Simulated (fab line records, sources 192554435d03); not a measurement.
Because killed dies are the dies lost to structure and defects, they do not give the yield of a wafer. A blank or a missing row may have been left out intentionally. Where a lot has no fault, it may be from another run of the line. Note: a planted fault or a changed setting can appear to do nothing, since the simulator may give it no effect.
Chamber matching -- flow n5 finfet -- N5_FIN_SAQP_ALD_61 on ald sin-04 has 4 sister chambers
The step deposits SiO2, target thk 4 nm, pulse time 1 s, purge time 2 s. 8 wafers are shown with their chamber, then 9 later ones without.

== WAFERS, EACH WITH ITS CHAMBER ==
wafer,chamber,heater power w (W),precursor pulse height rel
L078.5,2,487,0.992
L078.6,1,494,1.002
L087.1,2,480,0.986
L087.2,0,399,1.015
L087.3,1,499,1.005
L087.4,3,495,0.989
L087.5,0,391,1.001
L087.6,3,512,1.006

== WAFERS WHOSE CHAMBER IS MISSING ==
wafer,heater power w (W),precursor pulse height rel
L090.1,512,0.993
L090.5,472,1.011
L090.6,503,1.021
L092.2,394,1.007
L092.4,500,1.012
L092.5,507,1.029
L096.2,513,1.019
L096.4,489,0.992
L096.6,488,1.006

== THE CHAMBER EACH PASSED THROUGH ==
wafer,from the rows above,in truth
L090.1,can't be placed: 3 or 1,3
L090.5,can't be placed: 2 or 1 or 3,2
L090.6,can't be placed: 1 or 3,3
L092.2,0,0
L092.4,can't be placed: 1 or 3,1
L092.5,can't be placed: 1 or 3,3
L096.2,can't be placed: 3 or 1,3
L096.4,can't be placed: 2 or 1 or 3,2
L096.6,can't be placed: 1 or 2 or 3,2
1 of 9 placed correctly. Cannot be placed on the basis of these rows: 8; the candidates contain the true chamber in 8. Number placed wrongly: 0.
How it was worked out, from the rows above alone: a wafer's distance from a chamber is the root of the sum, over the readings, of the square of ((its reading less the chamber's mean) divided by the reading's scatter). The wafer belongs to the nearest chamber; if the next one is less than 2 further off, it can't be placed. Each chamber's mean is taken over the wafers shown for it. The scatter: the root of (the sum of the squares of (reading less its chamber's mean) over the shown wafers, divided by (wafers less chambers)).
